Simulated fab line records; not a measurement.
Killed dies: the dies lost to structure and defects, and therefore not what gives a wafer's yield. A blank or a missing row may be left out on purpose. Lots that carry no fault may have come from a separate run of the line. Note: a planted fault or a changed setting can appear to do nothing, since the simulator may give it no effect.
fab line records ; flow n5_finfet
record lots=7; wafers=39
route steps=1938 shown ZERO_LAYER@14 FIN_SAQP@102 SD_EPI_N@278 DUMMY_REMOVAL@382 BEOL_M0_SAQP@640 BEOL_M0_CUTY@711 BEOL_M1@818 BEOL_M4@1021 BEOL_M6@1239 BEOL_M8@1332 BEOL_M10@1473 BEOL_M15@1795 PAD_METAL@1895 PASSIVATION@1936
start_h: hours from the record's opening day to when the first of the lot's shown wafers began ; wait_h: hours elapsed since this lot's preceding step ; " identical to the entry in the row above ; L1.1+2: a single row standing in for several wafers ; - either no value or no given start ; * or withheld: withheld ; < > ~ a bound
route shown NAME@n: names a module that has steps shown in the file, with the first one's number in the route ; usual: mean and standard deviation over wafers with no fault ; same: alike in all rows ; chamber/n: place in a boat ; sites: readings site by site ; _std_site: the values' standard deviation ; _edge_site: inner sites' mean taken away from outer sites' mean ; radius_mm: for every site, how far away it sits from the centre of the wafer ; mask NAME#n: copy n ; behind: tool/chamber where the wafer was last shaped ; hold: why the lot was held/for how many hours/how that ended ; device: transistor that didn't switch, given as n, p or np ; end of line: tests of these same wafers at the route's end ; step lacking rows: just its recipe ; killed: at the first sort, the dies lost to defects and structure; wafer yield is something else ; map: the dies of a wafer, with x for killed, . for not killed, _ for no die there
set.NAME: the run value of the setting; set.NAME@STEP: its run value at that earlier step ; model.NAME: the simulator's own value behind a step, which no gauge read
lots with deliberately changed settings; one table per step, one row per wafer
## steps
# step N5_ZERO_LAYER_DESCUM_16
# recipe chemistry=O2; time_s=7.9; source_power_w=50; bias_power_w=20; pressure_mtorr=20; rf_frequency_hz=2.712e+07; temp_c=40; o2_flow_sccm=225
# step N5_FIN_SAQP_HM_DEP_72
# recipe material=SiO2; target_thk_a=120; temp_c=400; precursor=SiH4/N2O; pressure_torr=0.75; rf_w=275; time_s=7.2
# step N5_SD_EPI_N_ETCH_45
# recipe chemistry=CH3F/O2; target=SiOCN; target_depth_a=60; mask_material=SOC; ion_energy_ev=60; bias_w=29; pressure_mtorr=15; source_w=410; Ar_flow_sccm=150; CH3F_flow_sccm=30; O2_flow_sccm=20
# step N5_DUMMY_REMOVAL_PRECLEAN_08
# recipe chemistry=NF3:NH3; afs_cycles=2; temp_c=30; time_s=20; sublimation_temp_c=180; sublimation_time_s=60; pressure_torr=3; rf_power_w=30
# step N5_BEOL_M0_SAQP_HM_DEP_111
# step N5_BEOL_M0_CUTY_DESCUM_61
# recipe chemistry=O2; time_s=7.9; source_power_w=50; bias_power_w=20; pressure_mtorr=20; rf_frequency_hz=2.712e+07; temp_c=40; resist=CAR-ArF-block; o2_flow_sccm=225
# step N5_BEOL_M1_SPUTTER_81
# recipe material=Cu; target_thk_a=45; temp_c=-20; chamber_pressure_pa=0.07; power_w=withheld; time_s=8.29
# step N5_BEOL_M4_ILD_DEP_00
# recipe material=SiOC; target_thk_a=790; temp_c=350; precursor=DEMS/O2; pressure_torr=5; rf_w=500; time_s=15.3
# step N5_BEOL_M6_TRENCH_ETCH_37
# recipe chemistry=C4F6/O2; target_depth_a=944.35; target=SiCOH_lowk; time_s=31.5; ion_energy_ev=250; pressure_mtorr=30; source_w=345; bias_w=185; Ar_flow_sccm=300; C4F6_flow_sccm=10; O2_flow_sccm=10
# step N5_BEOL_M8_ILD_DEP_00
# recipe material=SiCOH_lowk; target_thk_a=1797.5; temp_c=300; precursor=DEMS/porogen; pressure_torr=5; rf_w=500; time_s=33.4
# step N5_BEOL_M10_PECVD_70
# recipe material=SiO2; target_thk_a=200; temp_c=400; precursor=TEOS/O2; pressure_torr=5.5; rf_w=450; teos_flow_sccm=53.8; gas=O2; flow_sccm=3000; time_s=22.7
# step N5_BEOL_M15_ETCH_57
# recipe chemistry=N2/H2; target=SOC; source_w=3000; bias_w=350; time_s=750; ion_energy_ev=200; pressure_mtorr=30; n2_flow_sccm=200; h2_flow_sccm=200
# step N5_PASSIVATION_SPUTTER_20
# recipe material=TaN; target_thk_a=500; temp_c=25; chamber_pressure_pa=0.4
# step N5_PASSIVATION_PROBE_49
# usual killed_at_M4_up=14/5.3
lot.wafer;tool;chamber;start_h;wait_h;set.time_s@ZERO_LAYER_DESCUM_16;set.target_thk_a@FIN_SAQP_HM_DEP_72;set.target_depth_a@SD_EPI_N_ETCH_45;set.time_s@DUMMY_REMOVAL_PRECLEAN_08;set.target_thk_a@BEOL_M0_SAQP_HM_DEP_111;set.time_s@BEOL_M0_CUTY_DESCUM_61;set.time_s@BEOL_M1_SPUTTER_81;set.time_s@BEOL_M4_ILD_DEP_00;set.target_depth_a@BEOL_M6_TRENCH_ETCH_37;set.time_s@BEOL_M8_ILD_DEP_00;set.time_s@BEOL_M10_PECVD_70;set.time_s@BEOL_M15_ETCH_57;set.target_thk_a@PASSIVATION_SPUTTER_20;killed_at_M4_up
L075.3;prober-02;-;267.24;0.1;7.9;120;60;20;120;7.9;8.29;15.3;944.35;33.4;22.7;750;500;16
L075.4;prober-02;-;267.29;0.2;7.9;120;60;20;120;7.9;8.29;15.3;944.35;33.4;22.7;750;500;7
L075.6;prober-02;-;267.39;0.3;7.9;120;60;20;120;7.9;8.29;15.3;944.35;33.4;22.7;750;500;20
L078.1;prober-01;-;282.26;0.0;11.44;120;60;31.41;120;4.936;8.29;15.3;944.35;48.34;22.7;1186;500;10
L078.2;prober-01;-;282.31;0.1;7.9;120;60;31.41;96.39;7.9;8.29;15.3;1395;33.4;22.7;1186;375.8;232
L078.3;prober-01;-;282.36;0.1;7.9;120;30.63;20;120;4.936;8.29;15.3;944.35;33.4;22.7;1186;375.8;13
L078.4;prober-01;-;282.41;0.2;11.44;120;30.63;31.41;120;7.9;8.29;15.3;1395;48.34;22.7;750;375.8;14
L078.5;prober-01;-;282.46;0.2;11.44;120;60;20;96.39;7.9;8.29;15.3;944.35;33.4;22.7;750;500;10
L078.6;prober-01;-;282.51;0.3;7.9;120;30.63;20;96.39;4.936;8.29;15.3;1395;48.34;22.7;750;500;44
L081.1;prober-02;-;301.94;0.0;10.16;120;60;20;120;3.365;8.29;15.3;685.5;33.4;22.7;1125;500;12
L081.2;prober-02;-;301.99;0.1;7.9;120;37.8;20;159.8;3.365;10.21;15.3;685.5;50.6;16.66;750;500;1089
L081.3;prober-02;-;302.04;0.1;7.9;120;60;20;120;7.9;10.21;19.89;685.5;50.6;22.7;1125;500;1097
L081.4;prober-02;-;302.09;0.2;7.9;120;37.8;20;159.8;7.9;8.29;15.3;944.35;50.6;16.66;750;500;1088
L081.5;prober-02;-;302.14;0.2;10.16;120;60;20;159.8;7.9;10.21;19.89;944.35;33.4;22.7;750;500;217
L081.6;prober-02;-;302.19;0.3;10.16;120;37.8;20;120;3.365;8.29;19.89;944.35;33.4;16.66;1125;500;219
L082.1;prober-02;-;307.90;0.0;7.9;182.2;60;23.14;120;7.9;8.29;7.607;757.8;33.4;22.7;750;500;1111
L082.2;prober-02;-;307.95;0.1;7.9;120;25;20;138.2;7.9;8.29;7.607;757.8;45.22;15.23;952.8;500;1105
L082.3;prober-02;-;308.00;0.1;5.72;182.2;60;20;120;7.9;8.29;15.3;757.8;45.22;22.7;952.8;707.4;12
L082.4;prober-02;-;308.05;0.2;7.9;120;60;23.14;138.2;7.9;8.29;15.3;944.35;33.4;22.7;952.8;707.4;14
L082.5;prober-02;-;308.10;0.2;5.72;182.2;25;20;138.2;7.9;8.29;7.607;944.35;33.4;15.23;750;707.4;1094
L082.6;prober-02;-;308.15;0.3;5.72;120;25;23.14;120;7.9;8.29;15.3;944.35;45.22;15.23;750;500;18
L089.1;prober-01;-;353.06;0.0;7.9;120;60;20;120;7.9;8.29;8.099;1212;15.88;22.7;750;250.4;1089
L089.2;prober-01;-;353.11;0.1;7.9;120;60;27.71;120;4.234;8.29;8.099;1212;33.4;13.91;750;500;1115
L089.3;prober-01;-;353.16;0.1;7.9;152.7;60;27.71;120;4.234;8.29;8.099;944.35;15.88;13.91;750;250.4;1117
L089.4;prober-01;-;353.21;0.2;7.9;152.7;60;27.71;120;7.9;8.29;15.3;1212;33.4;13.91;750;500;26
L089.5;prober-01;-;353.26;0.2;7.9;120;60;20;120;4.234;8.29;15.3;944.35;33.4;22.7;750;250.4;27
L089.6;prober-01;-;353.31;0.3;7.9;152.7;60;20;120;7.9;8.29;15.3;944.35;15.88;22.7;750;500;1109
L092.1;prober-02;-;392.62;0.0;7.9;153.5;83.69;20;120;7.9;8.29;15.3;645.5;25.98;22.7;750;649.4;16
L092.2;prober-02;-;392.67;0.1;7.9;153.5;60;10.89;120;11.66;11.59;15.3;645.5;33.4;32.35;750;500;24
L092.3;prober-02;-;392.72;0.1;7.9;120;60;10.89;120;7.9;11.59;11.57;944.35;33.4;22.7;750;649.4;18
L092.4;prober-02;-;392.77;0.2;7.9;120;83.69;10.89;171.6;11.66;8.29;11.57;944.35;25.98;32.35;750;649.4;15
L092.5;prober-02;-;392.82;0.2;7.9;153.5;60;20;171.6;11.66;8.29;15.3;944.35;33.4;32.35;750;500;14
L092.6;prober-02;-;392.87;0.3;7.9;120;83.69;20;171.6;7.9;11.59;11.57;645.5;25.98;22.7;750;500;30
L094.1;prober-01;-;397.95;0.0;12.59;120;31.55;28.95;120;7.9;4.952;9.94;528.5;33.4;15.34;486.7;625.6;1090
L094.2;prober-01;-;398.00;0.1;12.59;120;60;28.95;120;4.684;4.952;15.3;944.35;33.4;22.7;750;500;17
L094.3;prober-01;-;398.05;0.1;12.59;120;31.55;20;65.95;7.9;4.952;15.3;528.5;26.1;15.34;750;625.6;349
L094.4;prober-01;-;398.10;0.2;7.9;120;60;28.95;65.95;7.9;8.29;9.94;944.35;26.1;15.34;486.7;500;1068
L094.5;prober-01;-;398.15;0.2;7.9;120;31.55;20;65.95;4.684;8.29;9.94;944.35;33.4;22.7;486.7;625.6;1099
L094.6;prober-01;-;398.20;0.3;7.9;120;60;20;120;4.684;8.29;15.3;528.5;26.1;22.7;750;500;355
# killed by level:class
L075.3 MOL_CONTACT_COAG:geometric_particle:open=15 FIN_SAQP:geometric_particle:open=7 BEOL_M4:geometric_particle:open=7 BEOL_M0_SAQP:geometric_particle:open=6 FIN_SAQP:geometric_particle:short=4 MOL_CONTACT_COAG:geometric_particle:short=4 BEOL_M1:geometric_particle:open=4 BEOL_M0_SAQP:geometric_particle:short=3
L075.4 MOL_CONTACT_COAG:geometric_particle:open=19 BEOL_M0_SAQP:geometric_particle:open=15 BEOL_M2:geometric_particle:open=8 FIN_SAQP:geometric_particle:short=6 BEOL_M0_SAQP:geometric_particle:short=6 FIN_SAQP:geometric_particle:open=5 BEOL_M3:geometric_particle:open=3 BEOL_M4:geometric_particle:open=3
L075.6 MOL_CONTACT_COAG:geometric_particle:open=14 BEOL_M0_SAQP:geometric_particle:short=8 FIN_SAQP:geometric_particle:open=6 FIN_SAQP:geometric_particle:short=6 BEOL_M0_SAQP:geometric_particle:open=6 BEOL_M4:geometric_particle:open=6 HKMG_FIN:area_etch=5 MOL_CONTACT_COAG:geometric_particle:short=4
L078.1 STI_FIN_REVEAL:geometric_particle:open=13 MOL_CONTACT_COAG:geometric_particle:open=11 FIN_SAQP:geometric_particle:open=9 DUMMY_GATE:geometric_particle:open=7 BEOL_M3:geometric_particle:open=6 MIM_TOP_ETCH:geometric_particle:short=6 FIN_SAQP:geometric_particle:short=5 BEOL_M2:geometric_particle:open=4
L078.2 BEOL_M6:area_etch=222 STI_FIN_REVEAL:geometric_particle:open=17 BEOL_M0_SAQP:geometric_particle:short=8 BEOL_M0_SAQP:geometric_particle:open=8 FIN_SAQP:geometric_particle:short=7 STI_FIN_REVEAL:geometric_particle:short=6 BEOL_M4:geometric_particle:open=6 FIN_SAQP:geometric_particle:open=5
L078.3 FIN_SAQP:geometric_particle:open=19 BEOL_M0_SAQP:geometric_particle:open=14 BEOL_M0_SAQP:geometric_particle:short=12 FIN_SAQP:geometric_particle:short=10 BEOL_M2:geometric_particle:open=8 STI_FIN_REVEAL:geometric_particle:open=7 BEOL_M1:geometric_particle:open=6 BEOL_M4:geometric_particle:open=6
L078.4 BEOL_M2:geometric_particle:open=11 BEOL_M4:geometric_particle:open=10 STI_FIN_REVEAL:geometric_particle:open=10 BEOL_M0_SAQP:geometric_particle:open=5 FIN_SAQP:geometric_particle:short=4 DUMMY_GATE:geometric_particle:open=4 MOL_CONTACT_COAG:geometric_particle:open=4 BEOL_M1:geometric_particle:short=4
L078.5 MOL_CONTACT_COAG:geometric_particle:open=16 FIN_SAQP:geometric_particle:open=15 STI_FIN_REVEAL:geometric_particle:open=11 FIN_SAQP:geometric_particle:short=10 GATE_CUT:geometric_particle:open=10 MOL_CONTACT_COAG:geometric_particle:short=9 GATE_CUT:geometric_particle:short=8 BEOL_M0_SAQP:geometric_particle:open=5
L078.6 BEOL_M6:area_etch=35 STI_FIN_REVEAL:geometric_particle:open=12 FIN_SAQP:geometric_particle:short=11 MOL_CONTACT_COAG:geometric_particle:open=7 GATE_CUT:geometric_particle:open=7 FIN_SAQP:geometric_particle:open=6 DUMMY_GATE:geometric_particle:open=6 BEOL_M2:geometric_particle:open=6
L081.1 STI_FIN_REVEAL:geometric_particle:open=13 FIN_SAQP:geometric_particle:open=12 BEOL_M2:geometric_particle:open=12 BEOL_M0_SAQP:geometric_particle:short=11 GATE_CUT:geometric_particle:short=8 BEOL_M0_SAQP:geometric_particle:open=6 BEOL_M1:geometric_particle:open=6 BEOL_M4:geometric_particle:open=6
L081.2 BEOL_M8:area_etch=1066 STI_FIN_REVEAL:geometric_particle:open=12 MOL_CONTACT_COAG:geometric_particle:open=12 BEOL_M3:geometric_particle:open=7 BEOL_M4:geometric_particle:open=7 BEOL_M4:geometric_particle:short=7 FIN_SAQP:geometric_particle:open=6 BEOL_M0_SAQP:geometric_particle:short=6
L081.3 BEOL_M8:area_etch=956 BEOL_M4:area_dep=125 MOL_CONTACT_COAG:geometric_particle:open=9 BEOL_M2:geometric_particle:open=9 STI_FIN_REVEAL:geometric_particle:open=8 BEOL_M0_SAQP:geometric_particle:short=8 FIN_SAQP:geometric_particle:short=7 BEOL_M3:geometric_particle:open=6
L081.4 BEOL_M8:area_etch=1070 MOL_CONTACT_COAG:geometric_particle:open=18 BEOL_M4:geometric_particle:open=8 FIN_SAQP:geometric_particle:short=7 STI_FIN_REVEAL:geometric_particle:open=7 BEOL_M0_SAQP:geometric_particle:short=7 BEOL_M2:geometric_particle:open=7 FIN_SAQP:geometric_particle:open=5
L081.5 BEOL_M4:area_dep=194 MOL_CONTACT_COAG:geometric_particle:open=22 BEOL_M4:geometric_particle:open=13 STI_FIN_REVEAL:geometric_particle:open=9 BEOL_M2:geometric_particle:open=7 BEOL_M3:geometric_particle:open=6 FIN_SAQP:geometric_particle:short=5 MOL_CONTACT_COAG:geometric_particle:short=5
L081.6 BEOL_M4:area_dep=203 STI_FIN_REVEAL:geometric_particle:open=20 BEOL_M2:geometric_particle:open=14 MOL_CONTACT_COAG:geometric_particle:open=11 BEOL_M4:geometric_particle:open=9 BEOL_M0_SAQP:geometric_particle:open=7 GATE_CUT:geometric_particle:short=5 MOL_CONTACT_COAG:geometric_particle:short=5
L082.1 BEOL_M4:area_dep=1097 MOL_CONTACT_COAG:geometric_particle:open=10 BEOL_M0_SAQP:geometric_particle:open=8 BEOL_M0_SAQP:geometric_particle:short=6 BEOL_M3:geometric_particle:open=6 FIN_SAQP:geometric_particle:open=5 STI_FIN_REVEAL:geometric_particle:open=5 BEOL_M2:geometric_particle:open=5
L082.2 BEOL_M4:area_dep=1090 MOL_CONTACT_COAG:geometric_particle:open=13 BEOL_M1:geometric_particle:open=13 BEOL_M4:geometric_particle:open=9 FIN_SAQP:geometric_particle:open=5 BEOL_M3:geometric_particle:open=5 STI_FIN_REVEAL:geometric_particle:open=4 ILD0:geometric_particle:open=4
L082.3 PAD_METAL:area_sputter=1082 MOL_CONTACT_COAG:geometric_particle:open=23 BEOL_M0_SAQP:geometric_particle:open=8 GATE_CUT:geometric_particle:short=7 BEOL_M0_SAQP:geometric_particle:short=6 BEOL_M2:geometric_particle:open=5 HKMG_FIN:area_etch=5 BEOL_M0:geometric_particle:open=4
L082.4 PAD_METAL:area_sputter=1081 MOL_CONTACT_COAG:geometric_particle:open=18 BEOL_M0_SAQP:geometric_particle:open=9 FIN_SAQP:geometric_particle:open=7 MOL_CONTACT_COAG:geometric_particle:short=6 BEOL_M0_SAQP:geometric_particle:short=6 BEOL_M1:geometric_particle:open=6 BEOL_M4:geometric_particle:open=6
L082.5 BEOL_M4:area_dep=1081 MOL_CONTACT_COAG:geometric_particle:open=23 STI_FIN_REVEAL:geometric_particle:open=14 MOL_CONTACT_COAG:geometric_particle:short=8 BEOL_M0:geometric_particle:open=5 BEOL_M1:geometric_particle:open=5 STARTING-WAFER:geometric_particle:short=4 BEOL_M0_SAQP:geometric_particle:short=4
L082.6 STI_FIN_REVEAL:geometric_particle:open=26 MOL_CONTACT_COAG:geometric_particle:open=14 BEOL_M1:geometric_particle:open=10 BEOL_M0_SAQP:geometric_particle:short=10 STI_FIN_REVEAL:geometric_particle:short=5 BEOL_M0_SAQP:geometric_particle:open=5 FIN_SAQP:geometric_particle:short=4 GATE_CUT:geometric_particle:short=4
L089.1 BEOL_M4:area_dep=1073 MOL_CONTACT_COAG:geometric_particle:open=27 BEOL_M4:geometric_particle:open=11 BEOL_M2:geometric_particle:open=8 BEOL_M1:geometric_particle:open=6 MOL_CONTACT_COAG:geometric_particle:short=6 BEOL_M3:geometric_particle:open=6 ILD0:geometric_particle:short=5
L089.2 BEOL_M4:area_dep=1095 BEOL_M4:geometric_particle:open=12 MOL_CONTACT_COAG:geometric_particle:open=10 BEOL_M2:geometric_particle:open=9 STI_FIN_REVEAL:geometric_particle:open=6 DUMMY_GATE:geometric_particle:open=5 BEOL_M1:geometric_particle:open=4 BEOL_M3:geometric_particle:open=3
L089.3 BEOL_M4:area_dep=1085 BEOL_M4:geometric_particle:open=19 FIN_SAQP:geometric_particle:open=10 MOL_CONTACT_COAG:geometric_particle:open=6 BEOL_M4:geometric_particle:short=5 BEOL_M0_SAQP:geometric_particle:short=4 BEOL_M0_SAQP:geometric_particle:open=4 BEOL_M2:geometric_particle:short=4
L089.4 FIN_SAQP:geometric_particle:open=20 BEOL_M4:geometric_particle:open=13 STI_FIN_REVEAL:geometric_particle:open=9 MOL_CONTACT_COAG:geometric_particle:open=8 BEOL_M0:geometric_particle:short=7 BEOL_M2:geometric_particle:open=7 FIN_SAQP:geometric_particle:short=6 DUMMY_GATE:geometric_particle:open=6
L089.5 STI_FIN_REVEAL:geometric_particle:open=15 BEOL_M4:geometric_particle:open=15 MOL_CONTACT_COAG:geometric_particle:open=8 BEOL_M1:geometric_particle:open=7 BEOL_M2:geometric_particle:open=7 BEOL_M0_SAQP:geometric_particle:short=6 DUMMY_GATE:geometric_particle:open=5 STARTING-WAFER:geometric_particle:short=3
L089.6 BEOL_M8:area_dep=1093 BEOL_M2:geometric_particle:open=12 BEOL_M4:geometric_particle:open=8 STI_FIN_REVEAL:geometric_particle:open=7 MOL_CONTACT_COAG:geometric_particle:open=6 BEOL_M1:geometric_particle:open=5 FIN_SAQP:geometric_particle:open=4 BEOL_M4:geometric_particle:short=4
L092.1 PAD_METAL:area_sputter=571 DUMMY_GATE:geometric_particle:open=12 BEOL_M0_SAQP:geometric_particle:short=12 BEOL_M1:geometric_particle:open=10 BEOL_M6:area_ecd=10 STI_FIN_REVEAL:geometric_particle:open=7 GATE_CUT:geometric_particle:short=7 MOL_CONTACT_COAG:geometric_particle:open=7
L092.2 BEOL_M0_SAQP:geometric_particle:open=13 BEOL_M6:area_ecd=13 MOL_CONTACT_COAG:geometric_particle:open=10 STI_FIN_REVEAL:geometric_particle:open=8 FIN_SAQP:geometric_particle:open=7 MOL_CONTACT_COAG:geometric_particle:short=7 BEOL_M4:geometric_particle:open=6 BEOL_M1:geometric_particle:open=5
L092.3 PAD_METAL:area_sputter=552 MOL_CONTACT_COAG:geometric_particle:open=12 BEOL_M0_SAQP:geometric_particle:short=10 BEOL_M0_SAQP:geometric_particle:open=10 FIN_SAQP:geometric_particle:short=7 MOL_CONTACT_COAG:geometric_particle:short=7 STI_FIN_REVEAL:geometric_particle:open=6 BEOL_M1:geometric_particle:open=6
L092.4 PAD_METAL:area_sputter=587 STI_FIN_REVEAL:geometric_particle:open=28 STI_FIN_REVEAL:geometric_particle:short=10 BEOL_M0_SAQP:geometric_particle:short=8 BEOL_M3:geometric_particle:open=8 GATE_CUT:geometric_particle:short=7 FIN_SAQP:geometric_particle:open=5 BEOL_M0:geometric_particle:open=5
L092.5 MOL_CONTACT_COAG:geometric_particle:open=19 GATE_CUT:geometric_particle:short=7 BEOL_M0_SAQP:geometric_particle:open=7 BEOL_M4:geometric_particle:open=6 BEOL_M0_SAQP:geometric_particle:short=5 BEOL_M3:geometric_particle:open=5 GATE_CUT:geometric_particle:open=4 MOL_CONTACT_COAG:geometric_particle:short=4
L092.6 STI_FIN_REVEAL:geometric_particle:open=16 BEOL_M0_SAQP:geometric_particle:short=14 BEOL_M6:area_ecd=14 MOL_CONTACT_COAG:geometric_particle:open=8 BEOL_M2:geometric_particle:open=8 STI_FIN_REVEAL:geometric_particle:short=5 GATE_CUT:geometric_particle:open=5 GATE_CUT:geometric_particle:short=4
L094.1 BEOL_M4:area_dep=1080 FIN_SAQP:geometric_particle:open=13 FIN_SAQP:geometric_particle:short=11 BEOL_M2:geometric_particle:open=9 BEOL_M1:geometric_particle:open=8 MOL_CONTACT_COAG:geometric_particle:open=7 BEOL_M0_SAQP:geometric_particle:short=6 BEOL_M3:geometric_particle:open=6
L094.2 FIN_SAQP:geometric_particle:open=21 FIN_SAQP:geometric_particle:short=10 MOL_CONTACT_COAG:geometric_particle:open=7 BEOL_M2:geometric_particle:open=6 BEOL_M4:geometric_particle:short=6 STI_FIN_REVEAL:geometric_particle:open=5 BEOL_M0_SAQP:geometric_particle:short=5 BEOL_M4:geometric_particle:open=5
L094.3 BEOL_M6:area_ecd=338 PAD_METAL:area_sputter=29 FIN_SAQP:geometric_particle:open=16 BEOL_M0_SAQP:geometric_particle:short=15 BEOL_M2:geometric_particle:open=9 FIN_SAQP:geometric_particle:short=8 BEOL_M0:geometric_particle:open=6 BEOL_M0_SAQP:geometric_particle:open=6
L094.4 BEOL_M4:area_dep=1051 BEOL_M0_SAQP:geometric_particle:open=17 BEOL_M0_SAQP:geometric_particle:short=11 FIN_SAQP:geometric_particle:short=10 MOL_CONTACT_COAG:geometric_particle:open=10 FIN_SAQP:geometric_particle:open=9 BEOL_M2:geometric_particle:open=9 BEOL_M4:geometric_particle:open=8
L094.5 BEOL_M4:area_dep=1093 STI_FIN_REVEAL:geometric_particle:open=14 BEOL_M0_SAQP:geometric_particle:open=11 FIN_SAQP:geometric_particle:open=7 BEOL_M2:geometric_particle:open=6 FIN_SAQP:geometric_particle:short=5 BEOL_M0_SAQP:geometric_particle:short=5 BEOL_M1:geometric_particle:open=4
L094.6 BEOL_M6:area_ecd=340 BEOL_M0_SAQP:geometric_particle:open=18 BEOL_M0_SAQP:geometric_particle:short=13 MOL_CONTACT_COAG:geometric_particle:open=12 FIN_SAQP:geometric_particle:open=11 BEOL_M2:geometric_particle:open=10 FIN_SAQP:geometric_particle:short=8 MOL_CONTACT_COAG:geometric_particle:short=8
## key
split step=N5_ZERO_LAYER_DESCUM_16; setting=time_s; stated_as=7.9
response none clear
split step=N5_FIN_SAQP_HM_DEP_72; setting=target_thk_a; stated_as=120
response none clear
split step=N5_SD_EPI_N_ETCH_45; setting=target_depth_a; stated_as=60
response none clear
split step=N5_DUMMY_REMOVAL_PRECLEAN_08; setting=time_s; stated_as=20
response none clear
split step=N5_BEOL_M0_SAQP_HM_DEP_111; setting=target_thk_a; stated_as=120
response none clear
split step=N5_BEOL_M0_CUTY_DESCUM_61; setting=time_s; stated_as=7.9
response none clear
split step=N5_BEOL_M1_SPUTTER_81; setting=time_s; stated_as=8.29
response none clear
split step=N5_BEOL_M4_ILD_DEP_00; setting=time_s; stated_as=15.3
response step=N5_PASSIVATION_PROBE_49; reading=killed_at_M4_up; slope=-17.8; per=1%; together_with=all; explained=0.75
split step=N5_BEOL_M6_TRENCH_ETCH_37; setting=target_depth_a; stated_as=944.35
response none clear
split step=N5_BEOL_M8_ILD_DEP_00; setting=time_s; stated_as=33.4
response none clear
split step=N5_BEOL_M10_PECVD_70; setting=time_s; stated_as=22.7
response none clear
split step=N5_BEOL_M15_ETCH_57; setting=time_s; stated_as=750
response none clear
split step=N5_PASSIVATION_SPUTTER_20; setting=target_thk_a; stated_as=500
response none clear
